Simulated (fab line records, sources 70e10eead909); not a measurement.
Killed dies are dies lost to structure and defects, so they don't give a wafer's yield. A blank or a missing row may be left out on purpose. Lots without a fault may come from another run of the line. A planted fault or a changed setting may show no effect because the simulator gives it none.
Chamber matching | flow nand_harc | NHARC_A_STAIRCASE_ETCH_292 on rie_diel-07: 4 sister chambers
The step etches the open film in CF4/CHF3. 16 wafers are shown with their chamber, then 8 later ones without.

WAFERS WITH THEIR CHAMBER
wafer  | chamber | showerhead_plenum_p_Torr (Torr) | drypump_motor_current_A (A) | rf_vpp_V (V)
L075.1 | 0       | 1.64                            | 5.5                         | 372.3
L075.2 | 1       | 1.61                            | 6.2                         | 372.4
L075.5 | 3       | 1.56                            | 5.0                         | 370.3
L076.1 | 1       | 1.61                            | 6.3                         | 372.1
L076.3 | 0       | 1.64                            | 5.6                         | 372.6
L076.6 | 1       | 1.61                            | 6.2                         | 373.5
L078.4 | 3       | 1.56                            | 4.9                         | 370.4
L078.5 | 3       | 1.56                            | 4.9                         | 369.3
L078.6 | 0       | 1.64                            | 5.5                         | 374.1
L081.2 | 2       | 1.53                            | 6.2                         | 368.8
L081.4 | 0       | 1.63                            | 5.5                         | 371.5
L081.5 | 3       | 1.56                            | 5.0                         | 369.7
L085.1 | 3       | 1.56                            | 5.0                         | 370.2
L085.3 | 1       | 1.61                            | 6.2                         | 370.8
L085.6 | 1       | 1.61                            | 6.2                         | 373.1
L086.2 | 3       | 1.55                            | 5.0                         | 369.1

SIGNATURES (means of the wafers above)
reading                  | chamber 0 | chamber 1 | chamber 2 | chamber 3 | scatter within a chamber
showerhead_plenum_p_Torr | 1.6375    | 1.6100    | 1.5300    | 1.5583    | 0.00363
drypump_motor_current_A  | 5.525     | 6.220     | 6.200     | 4.967     | 0.049
rf_vpp_V                 | 372.625   | 372.380   | 368.800   | 369.833   | 0.885
Rule: a wafer's distance from a chamber is the root of the sum, over the readings, of the square of ((its reading less the chamber's mean) divided by the reading's scatter). The wafer belongs to the nearest chamber; if the next one is less than 2 further off, it can't be placed. The scatter: the root of (the sum of the squares of (reading less its chamber's mean) over the shown wafers, divided by (wafers less chambers)).

WAFERS WITHOUT THEIR CHAMBER
wafer  | showerhead_plenum_p_Torr (Torr) | drypump_motor_current_A (A) | rf_vpp_V (V)
L086.4 | 1.63                            | 5.5                         | 374.3
L086.6 | 1.60                            | 6.2                         | 372.0
L088.3 | 1.53                            | 6.2                         | 369.9
L088.5 | 1.55                            | 4.9                         | 370.2
L088.6 | 1.53                            | 6.2                         | 368.3
L092.1 | 1.60                            | 6.3                         | 369.8
L092.3 | 1.55                            | 5.0                         | 368.4
L092.5 | 1.63                            | 5.5                         | 372.4

WHICH CHAMBER EACH WENT THROUGH
wafer  | from the rows above | in truth
L086.4 | 0                   | 0
L086.6 | 1                   | 1
L088.3 | 2                   | 2
L088.5 | 3                   | 3
L088.6 | 2                   | 2
L092.1 | 1                   | 1
L092.3 | 3                   | 3
L092.5 | 0                   | 0
Placed correctly: 8 of 8. Can't be placed from these rows: 0. Placed wrongly: 0.
